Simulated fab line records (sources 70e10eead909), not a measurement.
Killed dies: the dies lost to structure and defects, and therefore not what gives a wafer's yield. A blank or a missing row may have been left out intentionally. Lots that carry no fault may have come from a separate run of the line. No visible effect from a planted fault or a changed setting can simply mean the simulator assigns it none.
Matching of chambers	flow nandHarc	NHARC_A_M1_PRE_CLEAN_32 on pecvd-02 has 3 sister chambers
The step time 12 s. 3 wafers are shown with their chamber, then 9 later ones without.

== WAFERS WITH THEIR CHAMBER ==
wafer	chamber	heaterPowerW (W)
L089.2	2	532
L091.3	0	664
L091.6	1	677

== WAFERS WITHOUT THEIR CHAMBER ==
wafer	heaterPowerW (W)
L093.1	663
L093.2	596
L093.5	671
L096.2	552
L096.3	677
L096.6	539
L097.2	597
L097.4	593
L097.6	549

== EACH ONE'S CHAMBER ==
wafer	from the rows above	in truth
L093.1	can't be placed: 0 or 1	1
L093.2	can't be placed: 2 or 0 or 1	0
L093.5	can't be placed: 1 or 0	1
L096.2	2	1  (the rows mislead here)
L096.3	can't be placed: 1 or 0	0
L096.6	2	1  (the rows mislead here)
L097.2	can't be placed: 2 or 0 or 1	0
L097.4	can't be placed: 2 or 0 or 1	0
L097.6	2	2
Correctly placed: 1 of 9. These rows do not allow placing 6 (true chamber among the candidates in 6). Wrongly placed: 2.
How it was worked out, from the rows above alone: a wafer's distance from a chamber is the root of the sum, over the readings, of the square of ((its reading less the chamber's mean) divided by the reading's scatter). If the next closest chamber is less than 2 further off than the closest, the wafer can't be placed; otherwise it belongs to the closest. The mean given for a chamber averages the wafers shown for that chamber. The scatter: root of mean squared gap, hidden wafer to nearest shown wafer, with one shown wafer a chamber.
